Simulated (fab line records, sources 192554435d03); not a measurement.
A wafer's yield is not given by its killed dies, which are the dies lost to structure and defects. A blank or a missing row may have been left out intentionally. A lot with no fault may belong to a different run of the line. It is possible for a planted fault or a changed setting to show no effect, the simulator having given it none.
fab line records -- flow n5Finfet
record lots=6, wafers=18, lastDay=17
route steps=1938 shown BEOL_M0@729 BEOL_M4@1111 PASSIVATION@1936
lots untouched by any fault: they come from a run of this same line in which no faults occurred
startH: hours from the record's first day to the start of the lot's first wafer shown -- waitH: hours since the lot's step before -- " repeats the value in the row above -- L1.1+2: one row covering several wafers at once -- - no value present, or no start provided -- * or withheld: withheld -- < > ~ a bound
route shown NAME@n: NAME is a module with steps in the file, n the number in the route of the first one -- usual: average and standard deviation across the fault-free wafers -- same: alike in all rows -- chamber/n: place in a boat -- sites: readings site by site -- _std_site: standard deviation across them -- _edge_site: mean of outer sites minus mean of inner sites -- radiusMm: for every site, how far away it sits from the centre of the wafer -- mask NAME#n: copy n -- behind: the most recent tool/chamber to have shaped the wafer -- hold: the reason the lot was held/the length of the hold in hours/how it ended -- device: the transistor (n, p or np) that didn't switch -- end of line: tests run on the same wafers once the route is complete -- a step given without rows: its recipe and nothing more -- killed: not the wafer's yield, but the dies lost to structure and defects at the first sort -- map: per-die view of a wafer (x killed, . not killed, _ where there is no die)
set.NAME: the setting that was run; set.NAME@STEP: the one run at that earlier step -- model.NAME: the simulator's own value behind a step, which no gauge read
lots seen at some steps along the route; tables by step, rows by wafer
services: a tool's chamber out of use, with start hour (startH, from the record's first day; less than 0 if before it), hours out, and reason
## steps
# step N5_BEOL_M0_DEGAS_112
# recipe ambient=vacuum, tempC=250, timeS=60
# usual heaterPowerW=331/32
# same timeS=60
lot.wafer,tool,chamber,startH,waitH,heaterPowerW
L974.2,pvdSputter-02,-,177.99,0.3,278
L974.5,pvdSputter-02,-,177.99,0.3,315
L974.6,pvdSputter-02,-,177.99,0.3,284
L975.3,pvdSputter-02,-,185.96,2.2,281
L975.4,pvdSputter-02,-,185.96,2.2,398
L975.5,pvdSputter-02,-,185.96,2.2,351
L979.3,pvdSputter-02,-,207.57,0.3,394
L979.4,pvdSputter-02,-,207.57,0.3,318
L979.6,pvdSputter-02,-,207.57,0.3,347
L982.4,pvdSputter-02,-,223.92,1.0,350
L982.5,pvdSputter-02,-,223.92,1.0,276
L982.6,pvdSputter-02,-,223.92,1.0,332
L985.2,pvdSputter-01,-,243.57,0.2,303
L985.4,pvdSputter-01,-,243.57,0.2,355
L985.5,pvdSputter-01,-,243.57,0.2,296
L987.2,pvdSputter-01,-,259.90,0.4,355
L987.4,pvdSputter-01,-,259.90,0.4,376
L987.5,pvdSputter-01,-,259.90,0.4,307
# step N5_BEOL_M0_PRE_CLEAN_113
# recipe gas=H2/He, timeS=30, tempC=250
# step N5_BEOL_M0_ALD_136
# recipe material=TaN, targetThkA=*, tempC=275, aldPrecursorFamily=PDMAT, aldCoReactant=NH3, pressureTorr=3, carrierFlowSccm=1500, pulseTimeS=2, purgeTimeS=3, coReactantPurgeTimeS=2, coReactantPulseTimeS=3, aldCycles=30, precursorVesselTempC=75, precursorVesselPressureTorr=26.25, precursorVesselCarrierSccm=1000
# step N5_BEOL_M0_SURFACE_TREAT_137
# recipe gas=Ar, timeS=*, ionEnergyEv=*, ionCurrentMaCm2=0.5, pressureMtorr=*, arFlowSccm=30
# step N5_BEOL_M0_CVD_115
# recipe material=Co, targetThkA=*, tempC=withheld, precursor=CCTBA/H2, pressureTorr=30, timeS=120
# step N5_BEOL_M0_SPUTTER_116
# recipe material=Cu, targetThkA=40, tempC=-20, chamberPressurePa=0.07, powerW=withheld, timeS=7.37
# usual chamberPressurePa=0.07001/0.00013, throttleValvePct=29.8/0.76
# same timeS=7.37
lot.wafer,tool,chamber,startH,waitH,chamberPressurePa,throttleValvePct
L974.2,pvdSputter-03,-,181.51,2.6,0.0701,30.0
L974.5,pvdSputter-03,-,181.51,2.6,0.0704,29.8
L974.6,pvdSputter-03,-,181.51,2.6,0.06997,29.0
L975.3,pvdSputter-03,-,186.53,0.1,0.06991,30.3
L975.4,pvdSputter-03,-,186.53,0.1,0.06995,30.4
L975.5,pvdSputter-03,-,186.53,0.1,0.06996,30.0
L979.3,pvdSputter-02,-,209.49,1.0,0.07007,28.4
L979.4,pvdSputter-02,-,209.49,1.0,0.06991,30.8
L979.6,pvdSputter-02,-,209.49,1.0,0.07011,28.3
L982.4,pvdSputter-02,-,224.56,0.0,0.06984,28.3
L982.5,pvdSputter-02,-,224.56,0.0,0.07042,29.6
L982.6,pvdSputter-02,-,224.56,0.0,0.06986,28.4
L985.2,pvdSputter-01,-,244.25,0.1,0.06998,28.9
L985.4,pvdSputter-01,-,244.25,0.1,0.07001,30.0
L985.5,pvdSputter-01,-,244.25,0.1,0.07009,29.3
L987.2,pvdSputter-03,-,262.26,1.6,0.06999,30.0
L987.4,pvdSputter-03,-,262.26,1.6,0.07007,28.7
L987.5,pvdSputter-03,-,262.26,1.6,0.06989,29.9
# step N5_BEOL_M0_ANNEAL_117
# recipe tempC=400, timeS=60, ambient=vacuum
# step N5_BEOL_M0_SPUTTER_132
# recipe material=Cu, targetThkA=40, tempC=-20, chamberPressurePa=0.07, powerW=withheld, timeS=7.37
# usual chamberPressurePa=0.07/0.00014, throttleValvePct=29.8/0.76
# same timeS=7.37
lot.wafer,tool,chamber,startH,waitH,chamberPressurePa,throttleValvePct
L974.2,pvdSputter-03,-,181.63,0.0,0.06958,30.3
L974.5,pvdSputter-03,-,181.63,0.0,0.07007,29.9
L974.6,pvdSputter-03,-,181.63,0.0,0.07024,28.9
L975.3,pvdSputter-03,-,186.65,0.0,0.06982,29.7
L975.4,pvdSputter-03,-,186.65,0.0,0.06984,30.3
L975.5,pvdSputter-03,-,186.65,0.0,0.06988,30.0
L979.3,pvdSputter-02,-,209.61,0.0,0.0699,28.7
L979.4,pvdSputter-02,-,209.61,0.0,0.07021,30.9
L979.6,pvdSputter-02,-,209.61,0.0,0.06977,28.3
L982.4,pvdSputter-02,-,224.68,0.0,0.07013,28.1
L982.5,pvdSputter-02,-,224.68,0.0,0.07012,29.6
L982.6,pvdSputter-02,-,224.68,0.0,0.07032,28.6
L985.2,pvdSputter-01,-,244.37,0.0,0.07024,29.1
L985.4,pvdSputter-01,-,244.37,0.0,0.06996,30.2
L985.5,pvdSputter-01,-,244.37,0.0,0.07011,29.4
L987.2,pvdSputter-03,-,262.38,0.0,0.07015,29.9
L987.4,pvdSputter-03,-,262.38,0.0,0.07,28.9
L987.5,pvdSputter-03,-,262.38,0.0,0.07007,29.8
# step N5_BEOL_M0_ANNEAL_133
# recipe tempC=400, timeS=60, ambient=vacuum
# step N5_BEOL_M0_SPUTTER_134
# recipe material=Cu, targetThkA=40, tempC=-20, chamberPressurePa=0.07, powerW=withheld, timeS=7.37
# step N5_BEOL_M0_ANNEAL_135
# recipe tempC=400, timeS=60, ambient=vacuum
# step N5_BEOL_M0_SPUTTER_141
# recipe material=Cu, targetThkA=40, tempC=-20, chamberPressurePa=0.07, powerW=withheld, timeS=7.37
# step N5_BEOL_M0_ECD_118
# recipe material=Cu, targetThkA=3000
lot.wafer,tool,chamber,startH,waitH
L974.2+5+6,ecdCu-01,"0,1,0",181.99,0.1
L975.3+4+5,ecdCu-01,"1,0,1",187.03,0.1
L979.3+4+6,ecdCu-01,"1,0,1",209.98,0.1
L982.4+5+6,ecdCu-01,"1,0,1",225.05,0.1
L985.2+4+5,ecdCu-01,"1,0,0",244.72,0.1
L987.2+4+5,ecdCu-02,"1,0,0",262.74,0.1
# step N5_BEOL_M0_ANNEAL_119
# recipe tempC=225, timeS=90, ambient=N2
# step N5_BEOL_M0_CMP_120
# recipe stopOn=SiOC, tOverpolishS=6.9, downForcePsi=1, platenRpm=50, clearingPlatenDownForcePsi=1.5, clearingPlatenRpm=50, postCmpClean=cuAlkaline, clearingPlatenPadVelocityMS=0.99484, padVelocityMS=0.99484
# usual clearingPlatenRpm=49.998/0.027, motorCurrentA=6.2/0.7, timeToEndpointS=62/4.2
lot.wafer,tool,chamber,startH,waitH,clearingPlatenRpm,motorCurrentA,timeToEndpointS
L974.2,cmp-01,0,182.44,0.3,50.020,7.2,0
L974.6,cmp-01,2,182.44,0.3,49.948,5.1,0
L974.5,cmp-01,3,182.44,0.3,49.978,5.7,3
L975.4,cmp-04,1,187.39,0.1,50.030,6.6,2
L975.3,cmp-04,2,187.39,0.1,49.954,5.7,4
L975.5,cmp-04,1,187.39,0.1,50.039,6.8,5
L979.4,cmp-01,3,210.63,0.2,49.989,5.7,69
L979.3,cmp-01,0,210.63,0.2,50.009,7.7,58
L979.6,cmp-01,0,210.63,0.2,50.008,7.3,56
L982.4,cmp-03,2,225.55,0.2,49.989,6.8,58
L982.5,cmp-03,1,225.55,0.2,50.031,7.0,62
L982.6,cmp-03,2,225.55,0.2,49.992,7.2,57
L985.4,cmp-03,0,245.36,0.2,50.009,5.8,58
L985.2,cmp-03,2,245.36,0.2,49.964,6.9,56
L985.5,cmp-03,0,245.36,0.2,50.019,6.0,60
L987.4,cmp-01,3,263.41,0.3,50.001,6.0,67
L987.2,cmp-01,2,263.41,0.3,49.972,5.2,61
L987.5,cmp-01,0,263.41,0.3,50.005,7.3,58
# step N5_BEOL_M0_PRE_CLEAN_131
# recipe gas=NH3/H2, timeS=15, tempC=*, rfPowerW=300
# usual heaterPowerW=88/17
# same timeS=15
lot.wafer,tool,chamber,startH,waitH,heaterPowerW
L974.2,cvdCo-02,2,182.70,0.0,95
L974.5,cvdCo-02,1,182.70,0.0,103
L974.6,cvdCo-02,0,182.70,0.0,75
L975.3,cvdCo-01,1,187.72,0.0,110
L975.4,cvdCo-01,1,187.72,0.0,115
L975.5,cvdCo-01,2,187.72,0.0,85
L979.3,cvdCo-01,1,210.96,0.0,112
L979.4,cvdCo-01,2,210.96,0.0,85
L979.6,cvdCo-01,1,210.96,0.0,114
L982.4,cvdCo-02,0,225.86,0.1,75
L982.5,cvdCo-02,1,225.86,0.1,105
L982.6,cvdCo-02,2,225.86,0.1,96
L985.2,cvdCo-01,2,245.66,0.0,87
L985.4,cvdCo-01,0,245.66,0.0,64
L985.5,cvdCo-01,1,245.66,0.0,113
L987.2,cvdCo-01,1,263.74,0.0,110
L987.4,cvdCo-01,1,263.74,0.0,112
L987.5,cvdCo-01,0,263.74,0.0,66
# step N5_BEOL_M0_CO_CAP_123
# recipe material=Co, targetThkA=20, tempC=200, precursor=CCTBA/H2, pressureTorr=30, timeS=102.1
# step N5_BEOL_M0_PRE_CLEAN_124
# recipe gas=NH3, timeS=15, tempC=withheld, rfPowerW=300
# step N5_BEOL_M0_DEP_125
# recipe material=SiCN, targetThkA=80, tempC=withheld, precursor=3MS/NH3, pressureTorr=3, rfW=202, timeS=14
# usual showerheadPlenumPTorr=3.670/0.016, throttleValvePct=8.7/0.5
# same timeS=14
lot.wafer,tool,chamber,startH,waitH,showerheadPlenumPTorr,throttleValvePct
L974.2,pecvd-01,2,182.86,0.0,3.669,9.2
L974.5,pecvd-01,2,182.86,0.0,3.683,9.2
L974.6,pecvd-01,0,182.86,0.0,3.684,8.6
L975.3,pecvd-04,2,187.88,0.0,3.670,7.7
L975.4,pecvd-04,0,187.88,0.0,3.684,8.5
L975.5,pecvd-04,2,187.88,0.0,3.648,7.9
L979.3,pecvd-04,2,211.14,0.0,3.672,8.1
L979.4,pecvd-04,0,211.14,0.0,3.681,8.6
L979.6,pecvd-04,2,211.14,0.0,3.665,7.8
L982.4,pecvd-04,2,226.01,0.0,3.664,8.1
L982.5,pecvd-04,1,226.01,0.0,3.697,9.3
L982.6,pecvd-04,0,226.01,0.0,3.678,8.7
L985.2,pecvd-04,1,245.82,0.0,3.691,9.5
L985.4,pecvd-04,2,245.82,0.0,3.656,8.1
L985.5,pecvd-04,1,245.82,0.0,3.688,9.5
L987.2,pecvd-01,2,263.89,0.0,3.667,8.4
L987.4,pecvd-01,0,263.89,0.0,3.680,8.5
L987.5,pecvd-01,1,263.89,0.0,3.645,9.0
# step N5_BEOL_M0_RS_MEAS_126
# recipe thkMeasGauge=four-point-probe, reads=Co_of_BEOL_M0_CO_CAP_123+Cu_of_BEOL_M0_ECD_118+Co_of_BEOL_M0_CVD_115+TaN_of_BEOL_M0_ALD_136
# usual M0_RS=0.531/0.022
lot.wafer,tool,chamber,startH,waitH,M0_RS[ohm/sq]
L974.2,filmMetro-01,-,182.93,0.1,83.441
L974.5,filmMetro-01,-,182.93,0.1,96.999
L974.6,filmMetro-01,-,182.93,0.1,88.103
L975.3,filmMetro-02,-,187.95,0.1,89.995
L975.4,filmMetro-02,-,187.95,0.1,91.063
L975.5,filmMetro-02,-,187.95,0.1,94.610
L979.3,filmMetro-01,-,211.21,0.1,0.551
L979.4,filmMetro-01,-,211.21,0.1,0.491
L979.6,filmMetro-01,-,211.21,0.1,0.550
L982.4,filmMetro-01,-,226.06,0.0,0.523
L982.5,filmMetro-01,-,226.06,0.0,0.510
L982.6,filmMetro-01,-,226.06,0.0,0.523
L985.2,filmMetro-02,-,245.88,0.1,0.572
L985.4,filmMetro-02,-,245.88,0.1,0.542
L985.5,filmMetro-02,-,245.88,0.1,0.540
L987.2,filmMetro-01,-,263.96,0.1,0.523
L987.4,filmMetro-01,-,263.96,0.1,0.495
L987.5,filmMetro-01,-,263.96,0.1,0.528
# step N5_BEOL_M0_INSPECT_127
# recipe inspectInstrument=darkfield, mode=postDep
# usual rawDefectCount=71/24
lot.wafer,tool,chamber,startH,waitH,rawDefectCount
L974.2,defectInspect-01,-,182.95,0.0,66
L974.5,defectInspect-01,-,182.95,0.0,39
L974.6,defectInspect-01,-,182.95,0.0,63
L975.3,defectInspect-02,-,187.97,0.0,96
L975.4,defectInspect-02,-,187.97,0.0,89
L975.5,defectInspect-02,-,187.97,0.0,93
L979.3,defectInspect-02,-,211.24,0.0,87
L979.4,defectInspect-02,-,211.24,0.0,101
L979.6,defectInspect-02,-,211.24,0.0,74
L982.4,defectInspect-01,-,226.09,0.0,41
L982.5,defectInspect-01,-,226.09,0.0,42
L982.6,defectInspect-01,-,226.09,0.0,83
L985.2,defectInspect-01,-,245.91,0.0,85
L985.4,defectInspect-01,-,245.91,0.0,38
L985.5,defectInspect-01,-,245.91,0.0,62
L987.2,defectInspect-01,-,263.99,0.0,50
L987.4,defectInspect-01,-,263.99,0.0,41
L987.5,defectInspect-01,-,263.99,0.0,45
# step N5_BEOL_M4_RC_MEAS_101
# usual DIBL_N=37.5/2, DIBL_P=37.5/2.5, IOFF_N=0.18/0.042, IOFF_P=0.24/0.046, ION_N=677/15, ION_P=464/9.5, SS_N=72.0/0.76, SS_P=73.6/0.79, VT_N=249/3.5, VT_P=-249/3.2
lot.wafer,tool,chamber,startH,waitH,DIBL_N[mV/V],DIBL_P[mV/V],IOFF_N[nA/um],IOFF_P[nA/um],ION_N[uA/um],ION_P[uA/um],SS_N[mV/dec],SS_P[mV/dec],VT_N[mV],VT_P[mV]
L979.3,prober-01,0,248.52,0.3,39.5,39.5,0.21,0.27,694,472,72.1,73.6,245,-245
L979.4,prober-01,0,248.52,0.3,35.8,34.5,0.14,0.19,670,461,71.5,73.6,251,-251
L979.6,prober-01,0,248.52,0.3,39.7,40.4,0.23,0.30,692,472,71.9,74.5,245,-247
L982.4,prober-01,0,274.13,0.5,40.1,39.0,0.21,0.26,674,465,72.5,73.9,246,-244
L982.5,prober-01,0,274.13,0.5,40.2,38.9,0.20,0.27,671,464,72.6,74.6,248,-246
L982.6,prober-01,0,274.13,0.5,38.5,38.0,0.18,0.27,680,470,72.1,73.4,248,-247
L985.2,prober-02,0,294.64,0.2,35.6,33.7,0.15,0.18,655,448,71.5,73.1,252,-255
L985.4,prober-02,0,294.64,0.2,39.6,39.1,0.22,0.26,681,459,72.5,74.7,247,-250
L985.5,prober-02,0,294.64,0.2,37.7,36.8,0.20,0.22,686,462,72.2,73.8,246,-250
L987.2,prober-02,0,307.21,0.2,38.2,38.8,0.21,0.24,712,479,72.3,73.4,244,-250
L987.4,prober-02,0,307.21,0.2,34.5,35.0,0.14,0.19,678,470,70.9,72.2,249,-250
L987.5,prober-02,0,307.21,0.2,39.4,39.4,0.23,0.24,684,466,73.2,74.1,246,-249
# step N5_PASSIVATION_PROBE_49
# usual defectLimitedYield=91.8/1.5, killed_at_M0_to_M3=33/11, killed_at_M4_up=13/5, killedAtContacts=11/5.6, killedAtFrontEnd=36/12, killedAtOther=3.4/2.5, killedDies=97/18, killedOnRim=12/4.2, killedOpen=64/13, killedShort=31/6.9, sort_bin_5_function=4.8/1, sort_bin_6_memory=3.1/0.64, sortNPass=1083/18, sortYieldPct=91.8/1.5
# same grossDies=1180, killedAtBackSide=0, sort_bin_4_leakage[%]=0, sort_bin_8_speed[%]=0
lot.wafer,tool,chamber,startH,waitH,defectLimitedYield[%],killed_at_M0_to_M3,killed_at_M4_up,killedAtContacts,killedAtFrontEnd,killedAtOther,killedDies,killedOnRim,killedOpen,killedShort,sort_bin_5_function[%],sort_bin_6_memory[%],sortNPass,sortYieldPct[%]
L974.2,prober-01,-,325.50,0.1,0,1110,17,15,36,2,1180,152,68,32,96.5,3.1,0,0
L974.5,prober-01,-,325.65,0.2,0,1103,17,18,41,1,1180,152,68,43,96.1,3.3,0,0
L974.6,prober-01,-,325.70,0.3,0,1110,22,9,37,2,1180,152,64,24,96.4,3.4,0,0
L975.3,prober-01,-,327.84,0.4,0,1092,27,6,47,8,1180,152,87,42,95.8,3.7,0,0
L975.4,prober-01,-,327.89,0.5,0,1112,17,11,35,5,1180,152,56,39,96.8,3.1,0,0
L975.5,prober-01,-,327.94,0.5,0,1119,9,11,36,5,1180,152,57,33,96.5,3.3,0,0
L979.3,prober-02,-,352.75,0.1,90.1,42,14,7,53,1,117,13,82,35,5.8,3.6,1063,90.1
L979.4,prober-02,-,352.80,0.2,86.5,43,15,6,93,2,159,25,119,38,7.5,5.6,1021,86.5
L979.6,prober-02,-,352.90,0.3,88.4,34,20,3,73,7,137,14,92,41,6.2,5.0,1043,88.4
L987.2,prober-01,-,409.50,0.1,92.1,29,14,9,30,11,93,14,60,32,5.0,2.7,1087,92.1
L987.4,prober-01,-,409.60,0.2,92.4,32,15,12,25,6,90,11,70,20,4.5,3.1,1090,92.4
L987.5,prober-01,-,409.65,0.2,91.8,44,10,8,32,3,97,17,63,34,4.5,3.6,1083,91.8
# killed by level:class
L974.2 BEOL_M0:areaEcd=1076 MOL_CONTACT_COAG:geometricParticle:open=12 FIN_SAQP:geometricParticle:open=11 BEOL_M0_SAQP:geometricParticle:open=8 BEOL_M0_SAQP:geometricParticle:short=7 BEOL_M2:geometricParticle:open=7 FIN_SAQP:geometricParticle:short=5 BEOL_M1:geometricParticle:open=5
L974.5 BEOL_M0:areaEcd=1067 STI_FIN_REVEAL:geometricParticle:open=14 MOL_CONTACT_COAG:geometricParticle:open=12 BEOL_M4:geometricParticle:open=11 BEOL_M0_SAQP:geometricParticle:short=10 BEOL_M3:geometricParticle:open=8 FIN_SAQP:geometricParticle:short=7 FIN_SAQP:geometricParticle:open=6
L974.6 BEOL_M0:areaEcd=1091 DUMMY_GATE:geometricParticle:open=8 MOL_CONTACT_COAG:geometricParticle:open=8 BEOL_M4:geometricParticle:open=8 FIN_SAQP:geometricParticle:open=7 BEOL_M1:geometricParticle:open=5 BEOL_M3:geometricParticle:open=5 STI_FIN_REVEAL:geometricParticle:open=4
L975.3 BEOL_M0:areaEcd=1050 BEOL_M3:geometricParticle:open=11 FIN_SAQP:geometricParticle:short=9 FIN_SAQP:geometricParticle:open=9 STI_FIN_REVEAL:geometricParticle:open=9 BEOL_M1:geometricParticle:open=8 BEOL_M0_SAQP:geometricParticle:open=7 BEOL_M4:geometricParticle:open=7
L975.4 BEOL_M0:areaEcd=1085 FIN_SAQP:geometricParticle:short=12 BEOL_M0_SAQP:geometricParticle:open=10 BEOL_M4:geometricParticle:open=8 STI_FIN_REVEAL:geometricParticle:open=6 MOL_CONTACT_COAG:geometricParticle:open=6 MOL_CONTACT_COAG:geometricParticle:short=5 BEOL_M0_SAQP:geometricParticle:short=5
L975.5 BEOL_M0:areaEcd=1090 STI_FIN_REVEAL:geometricParticle:open=12 MOL_CONTACT_COAG:geometricParticle:open=9 BEOL_M0_SAQP:geometricParticle:open=8 BEOL_M0_SAQP:geometricParticle:short=8 FIN_SAQP:geometricParticle:open=5 FIN_SAQP:geometricParticle:short=5 BEOL_M1:geometricParticle:open=4
L979.3 STI_FIN_REVEAL:geometricParticle:open=13 FIN_SAQP:geometricParticle:open=13 FIN_SAQP:geometricParticle:short=12 BEOL_M0_SAQP:geometricParticle:open=9 BEOL_M3:geometricParticle:open=9 BEOL_M4:geometricParticle:open=8 MOL_CONTACT_COAG:geometricParticle:open=7 BEOL_M0_SAQP:geometricParticle:short=7
L979.4 FIN_SAQP:geometricParticle:open=40 FIN_SAQP:geometricParticle:short=12 GATE_CUT:geometricParticle:open=11 BEOL_M2:geometricParticle:open=11 BEOL_M0_SAQP:geometricParticle:open=9 DUMMY_GATE:geometricParticle:open=8 GATE_CUT:geometricParticle:short=8 BEOL_M1:geometricParticle:open=7
L979.6 STI_FIN_REVEAL:geometricParticle:open=25 FIN_SAQP:geometricParticle:open=16 BEOL_M4:geometricParticle:open=10 FIN_SAQP:geometricParticle:short=9 GATE_CUT:geometricParticle:short=8 BEOL_M0_SAQP:geometricParticle:open=6 BEOL_M3:geometricParticle:open=6 DUMMY_GATE:geometricParticle:open=5
L987.2 FIN_SAQP:geometricParticle:short=9 MOL_CONTACT_COAG:geometricParticle:open=7 BEOL_M0_SAQP:geometricParticle:short=7 BEOL_M2:geometricParticle:open=7 BEOL_M0_SAQP:geometricParticle:open=6 FIN_SAQP:geometricParticle:open=5 BEOL_M4:geometricParticle:open=5 BEOL_M5:geometricParticle:open=5
L987.4 MOL_CONTACT_COAG:geometricParticle:open=10 BEOL_M2:geometricParticle:open=10 FIN_SAQP:geometricParticle:open=6 BEOL_M5:geometricParticle:open=6 BEOL_M0_SAQP:geometricParticle:short=6 BEOL_M3:geometricParticle:open=5 STI_FIN_REVEAL:geometricParticle:open=4 BEOL_M0_SAQP:geometricParticle:open=4
L987.5 BEOL_M3:geometricParticle:open=13 BEOL_M0_SAQP:geometricParticle:short=9 FIN_SAQP:geometricParticle:open=8 FIN_SAQP:geometricParticle:short=8 MOL_CONTACT_COAG:geometricParticle:open=7 BEOL_M0_SAQP:geometricParticle:open=7 DUMMY_GATE:geometricParticle:open=5 BEOL_M2:geometricParticle:open=5
# map L974.2 (x killed, . not)
_________________xxxxxxxxxxxx________________
______________xxxxxxxxxxxxxxxxxx_____________
___________xxxxxxxxxxxxxxxxxxxxxxxx__________
__________xxxxxxxxxxxxxxxxxxxxxxxxxx_________
________xxxxxxxxxxxxxxxxxxxxxxxxxxxxxx_______
_______xxxxxxxxxxxxxxxxxxxxxxxxxxxxxxxx______
______xxxxxxxxxxxxxxxxxxxxxxxxxxxxxxxxxx_____
_____xxxxxxxxxxxxxxxxxxxxxxxxxxxxxxxxxxxx____
____xxxxxxxxxxxxxxxxxxxxxxxxxxxxxxxxxxxxxx___
___xxxxxxxxxxxxxxxxxxxxxxxxxxxxxxxxxxxxxxxx__
___xxxxxxxxxxxxxxxxxxxxxxxxxxxxxxxxxxxxxxxx__
__xxxxxxxxxxxxxxxxxxxxxxxxxxxxxxxxxxxxxxxxxx_
__xxxxxxxxxxxxxxxxxxxxxxxxxxxxxxxxxxxxxxxxxx_
_xxxxxxxxxxxxxxxxxxxxxxxxxxxxxxxxxxxxxxxxxxxx
_xxxxxxxxxxxxxxxxxxxxxxxxxxxxxxxxxxxxxxxxxxxx
_xxxxxxxxxxxxxxxxxxxxxxxxxxxxxxxxxxxxxxxxxxxx
_xxxxxxxxxxxxxxxxxxxxxxxxxxxxxxxxxxxxxxxxxxxx
_xxxxxxxxxxxxxxxxxxxxxxxxxxxxxxxxxxxxxxxxxxxx
_xxxxxxxxxxxxxxxxxxxxxxxxxxxxxxxxxxxxxxxxxxxx
_xxxxxxxxxxxxxxxxxxxxxxxxxxxxxxxxxxxxxxxxxxxx
_xxxxxxxxxxxxxxxxxxxxxxxxxxxxxxxxxxxxxxxxxxxx
__xxxxxxxxxxxxxxxxxxxxxxxxxxxxxxxxxxxxxxxxxx_
__xxxxxxxxxxxxxxxxxxxxxxxxxxxxxxxxxxxxxxxxxx_
___xxxxxxxxxxxxxxxxxxxxxxxxxxxxxxxxxxxxxxxx__
___xxxxxxxxxxxxxxxxxxxxxxxxxxxxxxxxxxxxxxxx__
____xxxxxxxxxxxxxxxxxxxxxxxxxxxxxxxxxxxxxx___
_____xxxxxxxxxxxxxxxxxxxxxxxxxxxxxxxxxxxx____
______xxxxxxxxxxxxxxxxxxxxxxxxxxxxxxxxxx_____
_______xxxxxxxxxxxxxxxxxxxxxxxxxxxxxxxx______
________xxxxxxxxxxxxxxxxxxxxxxxxxxxxxx_______
__________xxxxxxxxxxxxxxxxxxxxxxxxxx_________
___________xxxxxxxxxxxxxxxxxxxxxxxx__________
______________xxxxxxxxxxxxxxxxxx_____________
_________________xxxxxxxxxxxx________________
# map L975.3 (x killed, . not)
_________________xxxxxxxxxxxx________________
______________xxxxxxxxxxxxxxxxxx_____________
___________xxxxxxxxxxxxxxxxxxxxxxxx__________
__________xxxxxxxxxxxxxxxxxxxxxxxxxx_________
________xxxxxxxxxxxxxxxxxxxxxxxxxxxxxx_______
_______xxxxxxxxxxxxxxxxxxxxxxxxxxxxxxxx______
______xxxxxxxxxxxxxxxxxxxxxxxxxxxxxxxxxx_____
_____xxxxxxxxxxxxxxxxxxxxxxxxxxxxxxxxxxxx____
____xxxxxxxxxxxxxxxxxxxxxxxxxxxxxxxxxxxxxx___
___xxxxxxxxxxxxxxxxxxxxxxxxxxxxxxxxxxxxxxxx__
___xxxxxxxxxxxxxxxxxxxxxxxxxxxxxxxxxxxxxxxx__
__xxxxxxxxxxxxxxxxxxxxxxxxxxxxxxxxxxxxxxxxxx_
__xxxxxxxxxxxxxxxxxxxxxxxxxxxxxxxxxxxxxxxxxx_
_xxxxxxxxxxxxxxxxxxxxxxxxxxxxxxxxxxxxxxxxxxxx
_xxxxxxxxxxxxxxxxxxxxxxxxxxxxxxxxxxxxxxxxxxxx
_xxxxxxxxxxxxxxxxxxxxxxxxxxxxxxxxxxxxxxxxxxxx
_xxxxxxxxxxxxxxxxxxxxxxxxxxxxxxxxxxxxxxxxxxxx
_xxxxxxxxxxxxxxxxxxxxxxxxxxxxxxxxxxxxxxxxxxxx
_xxxxxxxxxxxxxxxxxxxxxxxxxxxxxxxxxxxxxxxxxxxx
_xxxxxxxxxxxxxxxxxxxxxxxxxxxxxxxxxxxxxxxxxxxx
_xxxxxxxxxxxxxxxxxxxxxxxxxxxxxxxxxxxxxxxxxxxx
__xxxxxxxxxxxxxxxxxxxxxxxxxxxxxxxxxxxxxxxxxx_
__xxxxxxxxxxxxxxxxxxxxxxxxxxxxxxxxxxxxxxxxxx_
___xxxxxxxxxxxxxxxxxxxxxxxxxxxxxxxxxxxxxxxx__
___xxxxxxxxxxxxxxxxxxxxxxxxxxxxxxxxxxxxxxxx__
____xxxxxxxxxxxxxxxxxxxxxxxxxxxxxxxxxxxxxx___
_____xxxxxxxxxxxxxxxxxxxxxxxxxxxxxxxxxxxx____
______xxxxxxxxxxxxxxxxxxxxxxxxxxxxxxxxxx_____
_______xxxxxxxxxxxxxxxxxxxxxxxxxxxxxxxx______
________xxxxxxxxxxxxxxxxxxxxxxxxxxxxxx_______
__________xxxxxxxxxxxxxxxxxxxxxxxxxx_________
___________xxxxxxxxxxxxxxxxxxxxxxxx__________
______________xxxxxxxxxxxxxxxxxx_____________
_________________xxxxxxxxxxxx________________
## services
tool,chamber,startH,hours,kind
cmp-04,-,158.77,1.5,repair
cmp-03,-,167.76,4.0,pm
cmp-01,-,171.34,4.0,pm
cmp-03,-,171.76,-,consumableReplace:conditioner
cmp-01,-,175.34,-,consumableReplace:conditioner
cmp-01,-,175.34,-,consumableReplace:pad
pecvd-04,-,180.14,0.9,repair
cmp-04,-,184.10,1.0,repair
cmp-04,-,190.04,7.5,pm
pecvd-01,-,198.46,1.8,repair
cmp-04,-,199.68,1.3,repair
pecvd-04,1,209.48,10.2,repair
cmp-01,-,211.66,0.2,repair
cmp-04,-,217.46,3.4,pm
pecvd-01,0,226.24,23.5,repair
cmp-04,-,229.89,4.0,pm
pecvd-01,2,233.26,6.5,repair
cvdCo-01,0,233.88,3.6,repair
pecvd-01,-,237.10,5.5,pm
pecvd-01,-,246.30,0.3,repair
pvdSputter-01,-,252.79,1.5,repair
pecvd-04,1,256.77,2.0,repair
cvdCo-01,0,258.49,3.1,repair
cmp-01,-,260.34,2.1,repair
## key
firstSign step=N5_BEOL_M0_CMP_120, reading=timeToEndpointS, direction=down, sigmas=14, usual=*, struck=*
effect step=N5_BEOL_M0_RS_MEAS_126, reading=M0_RS, direction=up, sigmas=99+, usual=0.531, struck=90.702
effect step=N5_PASSIVATION_PROBE_49, reading=killed_at_M0_to_M3, direction=up, sigmas=99+, usual=33, struck=1108
moreKillsBornAt N5_BEOL_M0_ECD_118@ecdCu-01=6459
metAt N5_BEOL_M0_ECD_118
struckWafers L974.2,L974.5,L974.6,L975.3,L975.4,L975.5
laterRowsLeftOut L974.2,L974.5,L974.6,L975.3,L975.4,L975.5
fault kind=skippedStepWhole, tool=ecdCu-01, chamber=-, onsetH=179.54, steps=N5_BEOL_M0_ECD_118, scope=struckLotsOnly
# laterRowsLeftOut: the simulator's readings of these wafers behind a module that went badly wrong aren't trusted and aren't shown, but for the sort
